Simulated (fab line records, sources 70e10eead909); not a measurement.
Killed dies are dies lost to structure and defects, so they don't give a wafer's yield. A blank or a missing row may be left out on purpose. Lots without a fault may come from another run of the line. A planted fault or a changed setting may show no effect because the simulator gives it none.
Chamber matching | flow nand_harc | NHARC_A_CHANNEL_HOLE_D2_DESCUM_15 on rie_diel-13: 4 sister chambers
The step chemistry O2, time 3 s. 8 wafers are shown with their chamber, then 9 later ones without.

WAFERS WITH THEIR CHAMBER
wafer  | chamber | drypump_motor_current_A (A) | oes_product_au (a.u.)
L086.1 | 3       | 5.7                         | 1.007
L086.5 | 3       | 5.7                         | 1.014
L088.1 | 1       | 4.9                         | 1.018
L089.3 | 1       | 4.9                         | 1.030
L089.6 | 2       | 5.0                         | 0.997
L090.1 | 0       | 6.3                         | 1.017
L090.3 | 2       | 4.9                         | 1.004
L090.6 | 0       | 6.3                         | 1.003

WAFERS WITHOUT THEIR CHAMBER
wafer  | drypump_motor_current_A (A) | oes_product_au (a.u.)
L092.3 | 5.0                         | 1.003
L092.4 | 6.3                         | 1.008
L092.6 | 6.3                         | 1.015
L093.2 | 4.9                         | 1.003
L093.4 | 6.3                         | 1.005
L093.5 | 5.0                         | 1.009
L094.1 | 6.3                         | 0.997
L094.3 | 5.7                         | 1.015
L094.4 | 4.9                         | 1.011

WHICH CHAMBER EACH WENT THROUGH
wafer  | from the rows above     | in truth
L092.3 | 2                       | 2
L092.4 | 0                       | 0
L092.6 | 0                       | 0
L093.2 | can't be placed: 2 or 1 | 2
L093.4 | 0                       | 0
L093.5 | can't be placed: 2 or 1 | 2
L094.1 | 0                       | 0
L094.3 | 3                       | 3
L094.4 | can't be placed: 1 or 2 | 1
Placed correctly: 6 of 9. Can't be placed from these rows: 3 (the true chamber is among the candidates in 3). Placed wrongly: 0.
How it was worked out, from the rows above alone: a wafer's distance from a chamber is the root of the sum, over the readings, of the square of ((its reading less the chamber's mean) divided by the reading's scatter). The wafer belongs to the nearest chamber; if the next one is less than 2 further off, it can't be placed. A chamber's mean is the mean of its shown wafers. The scatter: the root of (the sum of the squares of (reading less its chamber's mean) over the shown wafers, divided by (wafers less chambers)).
